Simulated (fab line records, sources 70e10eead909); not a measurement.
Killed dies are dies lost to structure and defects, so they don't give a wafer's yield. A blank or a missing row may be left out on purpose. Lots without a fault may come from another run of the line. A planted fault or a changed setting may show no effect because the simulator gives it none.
Tool commonality check | flow nand_harc | 12 lots, 36 wafers sampled

WHY IT WAS OPENED
At NHARC_A_ONON_D1_THK_MEAS_27 the reading thk_nm is flagged on 2 of 12 lots. Wafers without a fault read 999 nm, standard deviation 10.
Rule: a lot is flagged when every wafer of it that has a number lies more than 4 standard deviations from that mean, or none has a number. The other lots count as sound.

lot  | measured     | on            | thk_nm (nm), wafer by wafer | flag
L400 | day 8 07:50  | film_metro-02 | 983 982 982                 |
L402 | day 9 05:34  | film_metro-01 | 1009 1012 1009              |
L403 | day 9 05:35  | film_metro-02 | 1003 1003 1004              |
L404 | day 9 16:13  | film_metro-02 | 996 996 995                 |
L405 | day 10 07:58 | film_metro-02 | 995 994 994                 |
L407 | day 10 23:13 | film_metro-01 | 1005 1003 1006              |
L409 | day 11 18:32 | film_metro-01 | 984 984 985                 |
L410 | day 12 18:52 | film_metro-01 | 982 983 982                 |
L417 | day 15 01:17 | film_metro-01 | 1203 1202 1202              | FLAGGED
L418 | day 15 20:08 | film_metro-01 | 1199 1199 1197              | FLAGGED
L422 | day 17 07:00 | film_metro-01 | 998 997 998                 |
L423 | day 17 16:59 | film_metro-01 | 992 993 989                 |
The numbers of the flagged lots are 1200 nm on average: +201 nm against the usual, or +20 standard deviations.

WHICH TOOL RAN EACH LOT
The record holds 3 process steps before the reading, out of a route of 1302 steps. In each cell: the tool, then ch and the chambers that the sampled wafers went through, then the start.
lot  | flag    | NHARC_P_BONDPAD_CMP_19        | NHARC_P_BONDPAD_ACTIVATE_29        | NHARC_A_ONON_D1_DEP_25
L400 |         | cmp-04 ch 0,2,3, day 6 17:37  | rie_diel-13 ch 2,3, day 6 18:10    | pecvd_onon-01 ch 0, day 8 07:23
L402 |         | cmp-02 ch 0,2,3, day 7 18:13  | rie_diel-08 ch 0,2, day 7 18:46    | pecvd_onon-04 ch 0, day 9 05:04
L403 |         | cmp-02 ch 0,1,2, day 7 20:44  | rie_diel-08 ch 2,3, day 7 21:19    | pecvd_onon-03 ch 0, day 9 05:04
L404 |         | cmp-02 ch 0,1, day 8 03:50    | rie_diel-08 ch 2,3, day 8 04:28    | pecvd_onon-03 ch 0, day 9 15:53
L405 |         | cmp-04 ch 0,2, day 8 20:24    | rie_diel-03 ch 0,1, day 8 21:00    | pecvd_onon-01 ch 0, day 10 07:27
L407 |         | cmp-02 ch 0,3, day 9 12:12    | rie_diel-13 ch 1,2, day 9 12:48    | pecvd_onon-04 ch 0, day 10 22:46
L409 |         | cmp-03 ch 1,2,3, day 10 07:00 | rie_diel-13 ch 0,2,3, day 10 07:33 | pecvd_onon-03 ch 0, day 11 18:05
L410 |         | cmp-02 ch 0,1,3, day 11 03:51 | rie_diel-03 ch 2,3, day 11 04:22   | pecvd_onon-01 ch 0, day 12 18:31
L417 | FLAGGED | cmp-02 ch 0,1,2, day 13 15:28 | rie_diel-08 ch 0,1,3, day 13 16:01 | pecvd_onon-04 ch 0, day 15 00:46
L418 | FLAGGED | cmp-02 ch 1,2, day 14 06:22   | rie_diel-03 ch 0,1,2, day 14 06:57 | pecvd_onon-04 ch 0, day 15 19:38
L422 |         | cmp-02 ch 0,2, day 15 16:32   | rie_diel-03 ch 1,2,3, day 15 17:05 | pecvd_onon-03 ch 0, day 17 06:29
L423 |         | cmp-03 ch 0,1,2, day 16 04:10 | rie_diel-13 ch 0,1,2, day 16 04:47 | pecvd_onon-03 ch 0, day 17 16:29
What these steps do:
- NHARC_P_BONDPAD_CMP_19: polishes, t overpolish 30 s, cu recess touch 16 s, target thk 160.81 nm.
- NHARC_P_BONDPAD_ACTIVATE_29: chemistry N2, time 60 s.
- NHARC_A_ONON_D1_DEP_25: target thk 1000 nm.
- NHARC_A_ONON_D1_THK_MEAS_27: measures by ellipsometry.

FLAGGED OVER TOTAL, TOOL BY TOOL (the gauges that took the reading come last)
step                        | tool          | lots run | flagged | share of the flagged lots | sound lots run after its first flagged lot
NHARC_P_BONDPAD_CMP_19      | cmp-02        | 8        | 2       | all                       | 1 (L422)
NHARC_P_BONDPAD_CMP_19      | cmp-03        | 2        | 0       | none                      | -
NHARC_P_BONDPAD_CMP_19      | cmp-04        | 2        | 0       | none                      | -
NHARC_P_BONDPAD_ACTIVATE_29 | rie_diel-03   | 4        | 1       | some                      | 1 (L422)
NHARC_P_BONDPAD_ACTIVATE_29 | rie_diel-08   | 4        | 1       | some                      | 0
NHARC_P_BONDPAD_ACTIVATE_29 | rie_diel-13   | 4        | 0       | none                      | -
NHARC_A_ONON_D1_DEP_25      | pecvd_onon-01 | 3        | 0       | none                      | -
NHARC_A_ONON_D1_DEP_25      | pecvd_onon-03 | 5        | 0       | none                      | -
NHARC_A_ONON_D1_DEP_25      | pecvd_onon-04 | 4        | 2       | all                       | 0
NHARC_A_ONON_D1_THK_MEAS_27 | film_metro-01 | 8        | 2       | all                       | 2 (L422,L423)
NHARC_A_ONON_D1_THK_MEAS_27 | film_metro-02 | 4        | 0       | none                      | -

WHAT THE TABLE ALLOWS
3 rows of the table ran every flagged lot: cmp-02 at NHARC_P_BONDPAD_CMP_19, pecvd_onon-04 at NHARC_A_ONON_D1_DEP_25, film_metro-01 at NHARC_A_ONON_D1_THK_MEAS_27.
- cmp-02 at NHARC_P_BONDPAD_CMP_19: 2 of its 8 lots flagged. Sound lots ran on it after the first flagged one (L422), which a lasting fault on the whole tool wouldn't allow.
- pecvd_onon-04 at NHARC_A_ONON_D1_DEP_25: 2 of its 4 lots flagged. Its last sound lot is L407 (day 10 22:46), its first flagged lot L417 (day 15 00:46): a fault that began between those two fits.
- film_metro-01 at NHARC_A_ONON_D1_THK_MEAS_27: 2 of its 8 lots flagged. Sound lots ran on it after the first flagged one (L422, L423), which a lasting fault on the whole tool wouldn't allow.
One tool is left: pecvd_onon-04 at NHARC_A_ONON_D1_DEP_25.

WHAT THE SIMULATOR HAD PUT IN
Process parameter drift: pecvd_onon-04, from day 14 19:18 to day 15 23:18, at NHARC_A_ONON_D1_DEP_25. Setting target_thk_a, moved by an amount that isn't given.
Lots struck among those shown: L417, L418. The rule above found the same.
